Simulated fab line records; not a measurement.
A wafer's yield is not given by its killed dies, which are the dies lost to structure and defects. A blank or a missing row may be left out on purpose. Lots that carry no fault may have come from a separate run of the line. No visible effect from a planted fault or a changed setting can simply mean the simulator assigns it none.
fab line records	flow n5-finfet
record: lots: 6	wafers: 18	last-day: 19
route steps=1938 shown HKMG_FIN@430 PASSIVATION@1936
lots that met no fault: from a run of the same line without faults
start-h: hours from the record's first day to the start of the lot's first wafer shown	wait-h: hours since the lot's step before	" the same as in the row above	L1.1+2: one row covering several wafers at once	- no value, or no start was given	* or withheld: withheld	< > ~ a bound
route shown NAME@n: NAME is a module with steps in the file, n the number in the route of the first one	usual: mean/standard deviation taken from wafers without a fault	same: alike in all rows	chamber/n: place in a boat	sites: readings site by site	_std_site: standard deviation across them	_edge_site: the outer-site mean with the inner-site mean subtracted	radius-mm: for every site, how far away it sits from the centre of the wafer	mask NAME#n: copy n	behind: the last tool/chamber to shape the wafer	hold: cause of the lot's hold/its duration in hours/its outcome	device: whichever transistor did not switch (one of n, p or np)	end of line: the tests these same wafers got at the end of their route	a step without rows: its recipe alone	killed: dies lost to structure and defects at the first sort, not the wafer's yield	map: shows each die of a wafer: x if killed, . if not, _ if none is there
set.NAME: setting as actually run; set.NAME@STEP: the setting as run at that earlier step	model.NAME: the simulator's own value behind a step, which no gauge read
lots at selected steps of the route; one table per step, one row per wafer
services: the hour from which a tool's chamber was out of use, counted from the record's first day as start-h (under 0 if before that day), plus the number of hours and why
== steps ==
step: N5_HKMG_FIN_CD_MEAS_12
recipe: target-cd-nm: 92.8	landing-energy-ev: 500	detector: se-inlens
usual: cd-nm: 93.0/0.63
lot.wafer	tool	chamber	start-h	wait-h	cd-nm
L393.1	cd-sem-03	0	83.26	-	93.2
L393.4	"	0	"	"	93.5
L393.6	"	0	"	"	93.0
L397.1	cd-sem-02	0	111.12	-	92.7
L397.3	"	0	"	"	91.2
L397.5	"	0	"	"	93.1
L402.2	cd-sem-01	0	137.22	-	93.9
L402.3	"	0	"	"	93.7
L402.5	"	0	"	"	94.0
L407.1	cd-sem-02	0	164.92	-	92.9
L407.3	"	0	"	"	92.9
L407.6	"	0	"	"	92.6
L409.1	cd-sem-02	0	180.27	-	92.6
L409.2	"	0	"	"	92.7
L409.5	"	0	"	"	92.6
L413.2	cd-sem-03	0	203.69	-	92.2
L413.3	"	0	"	"	92.2
L413.6	"	0	"	"	92.3
step: N5_HKMG_FIN_OVL_MEAS_13
recipe: points-per-wafer: 44
usual: NWFM_OVL: 0.5/0.65
lot.wafer	tool	chamber	start-h	wait-h	NWFM_OVL[nm]
L393.1	overlay-02	0	83.29	0.0	1.1
L393.4	"	0	"	"	0.8
L393.6	"	0	"	"	0.5
L397.1	overlay-02	0	111.15	0.0	-1.5
L397.3	"	0	"	"	-0.1
L397.5	"	0	"	"	0.2
L402.2	overlay-02	0	137.25	0.0	1.5
L402.3	"	0	"	"	0.3
L402.5	"	0	"	"	0.6
L407.1	overlay-01	0	164.95	0.0	1.4
L407.3	"	0	"	"	1.4
L407.6	"	0	"	"	0.8
L409.1	overlay-01	0	180.30	0.0	1.3
L409.2	"	0	"	"	-0.2
L409.5	"	0	"	"	1.9
L413.2	overlay-02	0	203.72	0.0	0.1
L413.3	"	0	"	"	0.5
L413.6	"	0	"	"	0.6
step: N5_HKMG_FIN_INSPECT_14
recipe: mode: adi	inspect-instrument: macro
usual: raw-defect-count: 2.0/1.4
lot.wafer	tool	chamber	start-h	wait-h	raw-defect-count
L393.1	defect-inspect-02	-	83.31	0.0	0
L393.4	"	-	"	"	1
L393.6	"	-	"	"	1
L397.1	defect-inspect-01	-	111.17	0.0	0
L397.3	"	-	"	"	3
L397.5	"	-	"	"	3
L402.2	defect-inspect-02	-	137.27	0.0	1
L402.3	"	-	"	"	2
L402.5	"	-	"	"	1
L407.1	defect-inspect-01	-	164.98	0.0	0
L407.3	"	-	"	"	3
L407.6	"	-	"	"	2
L409.1	defect-inspect-02	-	180.32	0.0	2
L409.2	"	-	"	"	2
L409.5	"	-	"	"	4
L413.2	defect-inspect-01	-	203.75	0.0	3
L413.3	"	-	"	"	1
L413.6	"	-	"	"	2
step: N5_HKMG_FIN_DESCUM_17
recipe: chemistry: O2	time-s: 7.9	source-power-w: 50	bias-power-w: 20	pressure-mtorr: 20	rf-frequency-hz: 2.712e+07	temp-c: 40	resist: CAR-ArF	o2-flow-sccm: 225
usual: drypump-motor-current-A: 5.73/0.26	oes-product-au: 0.81/0.1	rf-vpp-V: 243.7/1.4	showerhead-plenum-p-Torr: 2.12/0.072	throttle-valve-pct: 20.33/0.27
lot.wafer	tool	chamber	start-h	wait-h	drypump-motor-current-A	oes-product-au	rf-hours-counter-h	rf-vpp-V	showerhead-plenum-p-Torr	throttle-valve-pct
L393.1	rie-diel-05	1	83.35	0.0	5.80	0.68	239	241.4	2.14	20.13
L393.4	"	0	"	"	5.54	0.82	78	244.0	2.14	20.19
L393.6	"	2	"	"	6.16	0.90	-	245.0	2.11	20.40
L397.1	rie-diel-05	0	111.21	0.0	5.51	0.81	87	243.2	2.13	20.20
L397.3	"	3	"	"	5.86	0.69	226	242.7	2.06	20.57
L397.5	"	0	"	"	5.57	0.80	-	243.4	2.13	20.21
L402.2	rie-diel-06	0	137.31	0.0	5.59	0.87	39	245.5	2.21	20.38
L402.3	"	1	"	"	5.61	0.84	64	241.7	2.04	20.20
L402.5	"	2	"	"	5.79	0.91	-	246.2	2.22	19.96
L407.1	rie-diel-04	0	165.01	0.0	5.43	0.67	227	242.4	2.07	20.40
L407.3	"	3	"	"	6.03	0.88	41	244.9	2.23	20.42
L407.6	"	1	"	"	6.04	0.97	-	243.9	2.13	20.19
L409.1	rie-diel-05	2	180.36	0.0	6.14	0.84	72	244.5	2.10	20.47
L409.2	"	0	"	"	5.57	0.79	115	243.5	2.12	20.24
L409.5	"	2	"	"	6.11	0.84	-	244.0	2.10	20.46
L413.2	rie-diel-04	1	203.79	0.0	6.00	0.93	16	243.7	2.13	20.23
L413.3	"	0	"	"	5.45	0.67	239	244.4	2.07	20.42
L413.6	"	0	"	"	5.49	0.67	-	243.6	2.07	20.43
step: N5_HKMG_FIN_ETCH_31
recipe: chemistry: CF4	target: SiARC	target-depth-a: 455	mask-material: CAR-ArF	time-s: 75.8	ion-energy-ev: 80	pressure-mtorr: 40	source-w: 545	bias-w: 36	Ar_flow_sccm: 100	cf4-flow-sccm: 100	ends: cleared
usual: cf4-flow-sccm: 99.96/0.29	drypump-motor-current-A: 5.73/0.26	etch-rf-on-time-s: 75.7/1.6	oes-product-au: 0.69/0.086	rf-vpp-V: 184.5/1.3	showerhead-plenum-p-Torr: 2.17/0.071	throttle-valve-pct: 15.54/0.26
lot.wafer	tool	chamber	start-h	wait-h	cf4-flow-sccm	drypump-motor-current-A	etch-rf-on-time-s	oes-product-au	rf-hours-counter-h	rf-vpp-V	showerhead-plenum-p-Torr	throttle-valve-pct
L393.1	rie-diel-05	1	83.38	0.0	99.96	5.81	75.8	0.58	239	184.6	2.20	15.52
L393.4	"	0	"	"	100.22	5.58	74.8	0.70	78	182.8	2.16	15.24
L393.6	"	2	"	"	99.72	6.18	74.9	0.76	-	183.6	2.17	15.59
L397.1	rie-diel-05	0	111.24	0.0	99.99	5.57	76.6	0.69	87	185.0	2.16	15.28
L397.3	"	3	"	"	100.03	5.87	77.6	0.59	226	183.0	2.14	15.94
L397.5	"	0	"	"	99.51	5.55	76.4	0.69	-	184.5	2.16	15.27
L402.2	rie-diel-06	0	137.34	0.0	99.48	5.61	75.5	0.74	39	185.6	2.27	15.58
L402.3	"	1	"	"	100.30	5.60	74.1	0.73	64	183.4	2.10	15.40
L402.5	"	2	"	"	100.66	5.76	74.7	0.77	-	185.3	2.28	15.21
L407.1	rie-diel-04	0	165.05	0.0	99.83	5.43	79.1	0.57	227	183.0	2.13	15.64
L407.3	"	3	"	"	99.94	6.02	75.2	0.75	41	185.4	2.27	15.53
L407.6	"	1	"	"	99.98	6.04	73.4	0.83	-	184.8	2.18	15.37
L409.1	rie-diel-05	2	180.39	0.0	99.79	6.14	76.7	0.72	72	183.5	2.15	15.67
L409.2	"	0	"	"	100.17	5.56	75.6	0.67	115	185.9	2.15	15.31
L409.5	"	2	"	"	99.54	6.15	77.0	0.71	-	184.4	2.15	15.68
L413.2	rie-diel-04	1	203.82	0.0	100.01	6.04	74.5	0.80	16	184.9	2.17	15.38
L413.3	"	0	"	"	99.89	5.45	79.0	0.57	239	183.7	2.12	15.66
L413.6	"	0	"	"	99.56	5.48	78.9	0.57	-	184.5	2.12	15.68
step: N5_HKMG_FIN_ETCH_32
recipe: chemistry: N2/H2	target: SOC	target-depth-a: 2400	temp-c: 40	time-s: 300	ion-energy-ev: 200	mask-material: SiARC	pressure-mtorr: 30	source-w: 840	bias-w: 150	n2-flow-sccm: 200	h2-flow-sccm: 200
step: N5_HKMG_FIN_STRIP_33
recipe: chemistry: N2/H2	temp-c: 40	n2-flow-sccm: 200	h2-flow-sccm: 200	rf-frequency-hz: 6e+07
step: N5_HKMG_FIN_STRIP_34
recipe: chemistry: CF4	resist: SiARC	power-w: 300	bias-power-w: 75	pressure-mtorr: 50	cf4-flow-sccm: 150	rf-frequency-hz: 6e+07
usual: cf4-flow-sccm: 150.0/0.45	drypump-motor-current-A: 5.73/0.26	oes-product-au: 0.80/0.093	rf-vpp-V: 271.7/1.6	showerhead-plenum-p-Torr: 1.82/0.059	throttle-valve-pct: 13.50/0.27
lot.wafer	tool	chamber	start-h	wait-h	cf4-flow-sccm	drypump-motor-current-A	oes-product-au	rf-hours-counter-h	rf-vpp-V	showerhead-plenum-p-Torr	throttle-valve-pct
L393.1	rie-diel-05	1	83.63	0.0	150.3	5.81	0.68	239	272.6	1.84	13.55
L393.4	"	0	"	"	150.3	5.58	0.82	78	271.5	1.81	13.25
L393.6	"	2	"	"	149.8	6.12	0.87	-	271.1	1.81	13.51
L397.1	rie-diel-05	0	111.49	0.0	150.4	5.57	0.80	87	270.4	1.81	13.26
L397.3	"	3	"	"	149.7	5.91	0.70	226	271.5	1.79	13.88
L397.5	"	0	"	"	150.5	5.55	0.80	-	271.9	1.81	13.26
L402.2	rie-diel-06	0	137.59	0.0	150.2	5.59	0.85	39	273.8	1.91	13.54
L402.3	"	1	"	"	150.6	5.63	0.85	64	269.9	1.76	13.34
L402.5	"	2	"	"	149.9	5.75	0.89	-	274.6	1.90	13.13
L407.1	rie-diel-04	0	165.29	0.0	149.4	5.42	0.69	227	271.0	1.79	13.65
L407.3	"	3	"	"	149.8	6.01	0.87	41	272.8	1.90	13.46
L407.6	"	1	"	"	150.0	6.05	0.96	-	273.1	1.82	13.30
L409.1	rie-diel-05	2	180.64	0.0	150.5	6.13	0.83	72	270.3	1.79	13.59
L409.2	"	0	"	"	150.7	5.58	0.77	116	272.0	1.80	13.31
L409.5	"	2	"	"	150.5	6.17	0.83	-	272.3	1.79	13.61
L413.2	rie-diel-04	1	204.07	0.0	150.0	6.03	0.91	17	271.5	1.82	13.33
L413.3	"	0	"	"	149.5	5.40	0.67	239	272.3	1.78	13.68
L413.6	"	0	"	"	150.1	5.45	0.68	-	270.9	1.78	13.69
step: N5_HKMG_FIN_ETCH_35
recipe: chemistry: N2/H2	target: SOC	target-depth-a: 2158	ion-energy-ev: 65	bias-w: 5	source-w: 3000	time-s: 243.4	pressure-mtorr: 30	n2-flow-sccm: 200	h2-flow-sccm: 200
usual: drypump-motor-current-A: 5.74/0.26	oes-product-au: 0.81/0.1	rf-vpp-V: 141.9/1	showerhead-plenum-p-Torr: 2.58/0.089	throttle-valve-pct: 17.8/0.31
lot.wafer	tool	chamber	start-h	wait-h	drypump-motor-current-A	oes-product-au	rf-hours-counter-h	rf-vpp-V	showerhead-plenum-p-Torr	throttle-valve-pct
L393.1	rie-diel-05	1	83.65	0.0	5.81	0.69	239	143.2	2.61	17.6
L393.4	"	0	"	"	5.59	0.82	78	142.9	2.57	17.5
L393.6	"	2	"	"	6.16	0.88	-	141.4	2.59	17.9
L397.1	rie-diel-05	0	111.51	0.0	5.58	0.81	87	141.5	2.56	17.5
L397.3	"	3	"	"	5.89	0.68	226	141.9	2.52	18.2
L397.5	"	0	"	"	5.59	0.80	-	142.8	2.56	17.5
L402.2	rie-diel-06	0	137.61	0.0	5.58	0.86	39	141.4	2.71	17.9
L402.3	"	1	"	"	5.61	0.86	64	140.3	2.48	17.7
L402.5	"	2	"	"	5.75	0.90	-	143.2	2.70	17.3
L407.1	rie-diel-04	0	165.31	0.0	5.44	0.67	227	141.3	2.51	17.9
L407.3	"	3	"	"	6.07	0.88	41	143.3	2.71	17.8
L407.6	"	1	"	"	6.04	0.96	-	142.7	2.60	17.7
L409.1	rie-diel-05	2	180.66	0.0	6.14	0.83	72	142.8	2.58	18.0
L409.2	"	0	"	"	5.59	0.77	116	141.4	2.55	17.5
L409.5	"	2	"	"	6.16	0.83	-	140.9	2.58	18.0
L413.2	rie-diel-04	1	204.09	0.0	6.05	0.93	17	142.7	2.60	17.7
L413.3	"	0	"	"	5.42	0.67	239	141.0	2.50	17.9
L413.6	"	0	"	"	5.38	0.66	-	142.4	2.50	17.9
step: N5_HKMG_FIN_STRIP_92
recipe: chemistry: N2/H2	material: SOC	time-s: 20	power-w: 500	temp-c: 40	pressure-mtorr: 50	rf-frequency-hz: 6e+07	bias-power-w: 8	h2-frac: 0.5	n2-flow-sccm: 300	h2-flow-sccm: 300
step: N5_HKMG_FIN_WET_ETCH_18
recipe: chemistry: SC1	target: TiN	mix: 1:1:5	temp-c: *	time-s: 55	target-depth-nm: 5.2	dry: ipa-marangoni	rinse-time-s: 30	rinse-temp-c: 23
step: N5_HKMG_FIN_STRIP_19
recipe: chemistry: N2/H2	power-w: 2500	temp-c: 300	h2-frac: 0.65	time-s: 360	pressure-mtorr: withheld	n2-flow-sccm: 1750	h2-flow-sccm: 3250
usual: drypump-motor-current-A: 5.43/0.11	heater-power-w: 467/13
lot.wafer	tool	chamber	start-h	wait-h	drypump-motor-current-A	heater-power-w	rf-hours-counter-h
L393.1	plasma-asher-02	0	83.94	0.0	5.45	474	84
L393.4	"	0	"	"	5.44	476	-
L393.6	"	1	"	"	5.40	476	-
L397.1	plasma-asher-02	1	111.80	0.0	5.40	467	88
L397.3	"	1	"	"	5.39	454	-
L397.5	"	0	"	"	5.44	480	-
L402.2	plasma-asher-02	0	137.95	0.1	5.46	469	97
L402.3	"	1	"	"	5.40	454	-
L402.5	"	0	"	"	5.42	486	-
L407.1	plasma-asher-01	1	165.61	0.0	5.29	449	51
L407.3	"	1	"	"	5.29	457	-
L407.6	"	0	"	"	5.57	475	-
L409.1	plasma-asher-02	1	180.95	0.0	5.40	483	106
L409.2	"	0	"	"	5.42	485	106
L409.5	"	0	"	"	5.44	484	-
L413.2	plasma-asher-01	1	204.39	0.0	5.27	448	58
L413.3	"	0	"	"	5.58	477	-
L413.6	"	1	"	"	5.29	451	-
step: N5_HKMG_FIN_ALD_91
recipe: material: TiN	target-thk-a: 10	temp-c: 400	ald-precursor-family: TiCl4	ald-co-reactant: NH3	pulse-time-s: 1	purge-time-s: 3	co-reactant-purge-time-s: 2	co-reactant-pulse-time-s: 2	ald-cycles: 47	pressure-torr: 3
usual: ald-cycles: 47/0	heater-power-w: 859/76	precursor-pulse-height-rel: 1.003/0.018
same: co-reactant-purge-time-s: 2
lot.wafer	tool	chamber	start-h	wait-h	ald-cycles	heater-power-w	precursor-pulse-height-rel
L393.1	ald-metal-01	0	84.33	0.3	47	881	0.988
L393.4	"	1	"	"	47	771	0.985
L393.6	"	3	"	"	47	882	0.988
L397.1	ald-metal-04	3	112.18	0.3	47	941	1.016
L397.3	"	1	"	"	47	814	0.988
L397.5	"	1	"	"	47	796	1.018
L402.2	ald-metal-04	1	138.33	0.3	47	797	1.048
L402.3	"	3	"	"	47	959	1.018
L402.5	"	2	"	"	47	878	1.010
L407.1	ald-metal-04	3	165.99	0.3	47	938	0.998
L407.3	"	1	"	"	47	803	1.022
L407.6	"	0	"	"	47	834	0.985
L409.1	ald-metal-01	3	181.34	0.3	47	888	0.986
L409.2	"	2	"	"	51	1057	0.998
L409.5	"	1	"	"	47	758	0.985
L413.2	ald-metal-01	3	204.77	0.3	51	911	1.016
L413.3	"	2	"	"	47	1044	1.010
L413.6	"	1	"	"	51	764	0.969
step: N5_HKMG_FIN_COAT_85
recipe: resist: SOC	temp-c: 250	time-s: 60	spin-rpm: 1500	resist-thk-nm: 300
step: N5_PASSIVATION_PROBE_49
usual: killed_at_M0_to_M3: 36/11	killed_at_M4_up: 14/5.2	killed-at-contacts: 12/6.1	killed-at-front-end: 40/12	killed-at-other: 3.2/2.5	killed-dies: 105/16	killed-on-rim: 14/4.4	killed-open: 68/12	killed-short: 35/8.7
same: gross-dies: 1180	killed-at-back-side: 0
lot.wafer	tool	chamber	start-h	wait-h	killed_at_M0_to_M3	killed_at_M4_up	killed-at-contacts	killed-at-front-end	killed-at-other	killed-dies	killed-on-rim	killed-open	killed-short
L393.1	prober-02	-	307.91	0.0	36	25	7	19	5	92	16	57	32
L393.4	prober-02	-	308.06	0.2	26	15	9	17	3	70	6	47	21
L393.6	prober-02	-	308.16	0.3	41	20	9	24	2	96	11	59	36
L397.1	prober-01	-	332.86	0.0	58	7	13	27	3	108	11	70	38
L397.3	prober-01	-	332.96	0.1	36	18	12	36	3	105	16	63	41
L397.5	prober-01	-	333.06	0.2	49	13	8	27	6	103	14	64	38
L402.2	prober-02	-	362.53	0.1	38	13	12	36	7	106	15	74	28
L402.3	prober-02	-	362.58	0.1	49	6	8	34	5	102	7	57	44
L402.5	prober-02	-	362.68	0.2	35	15	11	68	1	130	17	77	49
L409.1	prober-01	-	387.66	0.0	36	18	18	42	1	115	14	83	30
L409.2	prober-01	-	387.71	0.1	42	8	29	45	5	129	19	88	40
L409.5	prober-01	-	387.86	0.2	36	14	14	40	3	107	24	79	26
L407.1	prober-01	-	409.35	0.0	31	20	13	49	4	117	22	75	39
L407.3	prober-01	-	409.45	0.1	36	17	3	59	9	124	19	77	46
L407.6	prober-01	-	409.60	0.3	41	9	10	41	13	114	11	72	40
L413.2	prober-01	-	453.30	0.1	49	6	21	44	8	128	19	90	33
L413.3	prober-01	-	453.35	0.1	68	10	28	33	2	141	14	76	61
L413.6	prober-01	-	453.50	0.3	58	12	10	23	7	110	17	70	37
killed by level:class
L393.1 BEOL_M4:geometric-particle:open=11 BEOL_M3:geometric-particle:open=7 BEOL_M0_SAQP:geometric-particle:open=6 BEOL_M2:geometric-particle:open=6 BEOL_M4:geometric-particle:short=6 MOL_CONTACT_COAG:geometric-particle:open=5 BEOL_M0_SAQP:geometric-particle:short=5 BEOL_M2:geometric-particle:short=5
L393.4 MOL_CONTACT_COAG:geometric-particle:open=8 BEOL_M4:geometric-particle:open=7 BEOL_M0_SAQP:geometric-particle:short=6 BEOL_M3:geometric-particle:open=6 BEOL_M0_SAQP:geometric-particle:open=5 DUMMY_GATE:geometric-particle:open=4 FIN_SAQP:geometric-particle:short=3 STI_FIN_REVEAL:geometric-particle:open=3
L393.6 BEOL_M0_SAQP:geometric-particle:open=10 BEOL_M4:geometric-particle:open=8 FIN_SAQP:geometric-particle:short=6 MOL_CONTACT_COAG:geometric-particle:open=6 BEOL_M2:geometric-particle:open=6 BEOL_M3:geometric-particle:open=5 BEOL_M2:geometric-particle:short=5 DUMMY_GATE:geometric-particle:open=4
L397.1 BEOL_M0_SAQP:geometric-particle:short=15 BEOL_M0_SAQP:geometric-particle:open=14 BEOL_M2:geometric-particle:open=14 MOL_CONTACT_COAG:geometric-particle:open=10 BEOL_M2:geometric-particle:short=7 BEOL_M1:geometric-particle:open=6 FIN_SAQP:geometric-particle:short=4 STI_FIN_REVEAL:geometric-particle:open=4
L397.3 FIN_SAQP:geometric-particle:short=12 MOL_CONTACT_COAG:geometric-particle:open=10 BEOL_M0_SAQP:geometric-particle:short=8 BEOL_M2:geometric-particle:open=8 BEOL_M4:geometric-particle:open=7 BEOL_M0_SAQP:geometric-particle:open=6 BEOL_M3:geometric-particle:open=6 FIN_SAQP:geometric-particle:open=4
L397.5 BEOL_M0_SAQP:geometric-particle:open=15 BEOL_M0_SAQP:geometric-particle:short=14 FIN_SAQP:geometric-particle:open=9 MOL_CONTACT_COAG:geometric-particle:open=8 BEOL_M2:geometric-particle:open=6 BEOL_M1:geometric-particle:open=5 BEOL_M3:geometric-particle:open=4 BEOL_M4:geometric-particle:open=4
L402.2 BEOL_M2:geometric-particle:open=16 BEOL_M0_SAQP:geometric-particle:open=13 FIN_SAQP:geometric-particle:open=11 MOL_CONTACT_COAG:geometric-particle:open=11 BEOL_M0_SAQP:geometric-particle:short=6 STI_FIN_REVEAL:geometric-particle:open=5 STARTING-WAFER:geometric-particle:short=5 FIN_SAQP:geometric-particle:short=4
L402.3 BEOL_M0_SAQP:geometric-particle:short=15 BEOL_M0_SAQP:geometric-particle:open=12 BEOL_M2:geometric-particle:open=11 FIN_SAQP:geometric-particle:short=7 FIN_SAQP:geometric-particle:open=6 ILD0:geometric-particle:short=5 BEOL_M3:geometric-particle:open=5 GATE_CUT:geometric-particle:short=4
L402.5 FIN_SAQP:geometric-particle:open=27 FIN_SAQP:geometric-particle:short=17 BEOL_M1:geometric-particle:open=9 MOL_CONTACT_COAG:geometric-particle:open=8 BEOL_M0_SAQP:geometric-particle:short=7 BEOL_M2:geometric-particle:open=6 ILD0:geometric-particle:short=5 BEOL_M4:geometric-particle:open=5
L409.1 STI_FIN_REVEAL:geometric-particle:open=15 MOL_CONTACT_COAG:geometric-particle:open=15 BEOL_M0_SAQP:geometric-particle:short=9 FIN_SAQP:geometric-particle:open=7 BEOL_M4:geometric-particle:open=7 BEOL_M2:geometric-particle:open=6 BEOL_M1:geometric-particle:open=6 FIN_SAQP:geometric-particle:short=5
L409.2 MOL_CONTACT_COAG:geometric-particle:open=22 STI_FIN_REVEAL:geometric-particle:open=15 FIN_SAQP:geometric-particle:short=12 BEOL_M0_SAQP:geometric-particle:open=11 BEOL_M0_SAQP:geometric-particle:short=8 BEOL_M2:geometric-particle:open=8 MOL_CONTACT_COAG:geometric-particle:short=7 BEOL_M1:geometric-particle:open=7
L409.5 STI_FIN_REVEAL:geometric-particle:open=18 BEOL_M2:geometric-particle:open=15 MOL_CONTACT_COAG:geometric-particle:open=10 BEOL_M0_SAQP:geometric-particle:open=6 BEOL_M5:geometric-particle:open=5 FIN_SAQP:geometric-particle:short=4 MOL_CONTACT_COAG:geometric-particle:short=4 STARTING-WAFER:geometric-particle:short=4
L407.1 FIN_SAQP:geometric-particle:open=14 MOL_CONTACT_COAG:geometric-particle:open=9 BEOL_M4:geometric-particle:open=9 BEOL_M0_SAQP:geometric-particle:short=8 STI_FIN_REVEAL:geometric-particle:open=7 FIN_SAQP:geometric-particle:short=6 BEOL_M0_SAQP:geometric-particle:open=5 BEOL_M2:geometric-particle:open=5
L407.3 BEOL_M2:geometric-particle:open=12 SPACER0:geometric-particle:open=10 BEOL_M0_SAQP:geometric-particle:short=10 SPACER0:geometric-particle:short=8 GATE_CUT:geometric-particle:short=8 STI_FIN_REVEAL:geometric-particle:open=7 GATE_CUT:geometric-particle:open=6 FIN_SAQP:geometric-particle:open=5
L407.6 STI_FIN_REVEAL:geometric-particle:open=13 BEOL_M3:geometric-particle:open=12 BEOL_M0_SAQP:geometric-particle:open=11 FIN_SAQP:geometric-particle:short=7 FIN_SAQP:geometric-particle:open=5 MOL_CONTACT_COAG:geometric-particle:short=5 MOL_CONTACT_COAG:geometric-particle:open=5 BEOL_M2:geometric-particle:open=5
L413.2 MOL_CONTACT_COAG:geometric-particle:open=16 BEOL_M0_SAQP:geometric-particle:open=12 DUMMY_GATE:geometric-particle:open=11 STI_FIN_REVEAL:geometric-particle:open=9 BEOL_M0:geometric-particle:open=7 BEOL_M1:geometric-particle:open=7 BEOL_M0_SAQP:geometric-particle:short=6 FIN_SAQP:geometric-particle:short=5
L413.3 MOL_CONTACT_COAG:geometric-particle:open=23 BEOL_M0_SAQP:geometric-particle:short=22 BEOL_M0_SAQP:geometric-particle:open=16 FIN_SAQP:geometric-particle:short=9 BEOL_M2:geometric-particle:open=8 BEOL_M1:geometric-particle:short=8 FIN_SAQP:geometric-particle:open=5 DUMMY_GATE:geometric-particle:open=5
L413.6 BEOL_M0_SAQP:geometric-particle:open=19 BEOL_M0_SAQP:geometric-particle:short=12 MOL_CONTACT_COAG:geometric-particle:open=9 FIN_SAQP:geometric-particle:short=6 BEOL_M0:geometric-particle:open=6 BEOL_M1:geometric-particle:open=6 STI_FIN_REVEAL:geometric-particle:open=5 BEOL_M1:geometric-particle:short=5
== services ==
tool	chamber	start-h	hours	kind
plasma-asher-01	-	79.42	4.2	repair
rie-diel-05	3	87.35	1.4	repair
rie-diel-05	1	117.01	-	clean
rie-diel-05	1	117.01	-	consumable-replace:focus-ring
rie-diel-05	1	117.01	21.5	scheduled-down
rie-diel-05	1	117.01	21.5	vent-cycle
rie-diel-04	0	120.85	5.2	repair
plasma-asher-01	-	129.65	14.6	pm
rie-diel-04	1	135.28	-	clean
rie-diel-04	1	135.28	-	consumable-replace:focus-ring
rie-diel-04	1	135.28	16.8	scheduled-down
rie-diel-04	1	135.28	16.8	vent-cycle
ald-metal-04	-	147.83	2.8	pm
rie-diel-06	3	172.28	-	clean
rie-diel-06	3	172.28	-	consumable-replace:focus-ring
rie-diel-06	3	172.28	22.5	scheduled-down
rie-diel-06	3	172.28	22.5	vent-cycle
rie-diel-05	3	184.85	-	clean
rie-diel-05	3	184.85	-	consumable-replace:focus-ring
rie-diel-05	3	184.85	29.9	scheduled-down
rie-diel-05	3	184.85	29.9	vent-cycle
ald-metal-04	-	188.72	1.3	repair
== key ==
first-sign: step: N5_HKMG_FIN_ALD_91	reading: ald-cycles	direction: up	sigmas: 99+	usual: *	struck: *
effect none on later readings
met-at N5_HKMG_FIN_ALD_91
struck-wafers L409.2,L413.2,L413.6
tester-left-out L409,L413
onset-between 84.33 181.34
fault: kind: process-parameter-drift	tool: ald-metal-01	chamber: -	onset-h: 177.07	steps: N5_HKMG_FIN_ALD_91	channel: ald-cycles	offset: *	shape: step	end-h: 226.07	scope: struck-wafers-only	acts-in: *	stated: *
tester-left-out: of these lots the tester's yield and bins aren't shown, on N5 and GAA mostly nor the transistor test; their killed dies are dies lost to structure and defects alone, not to doping, threshold or leakage, so they don't give the yield
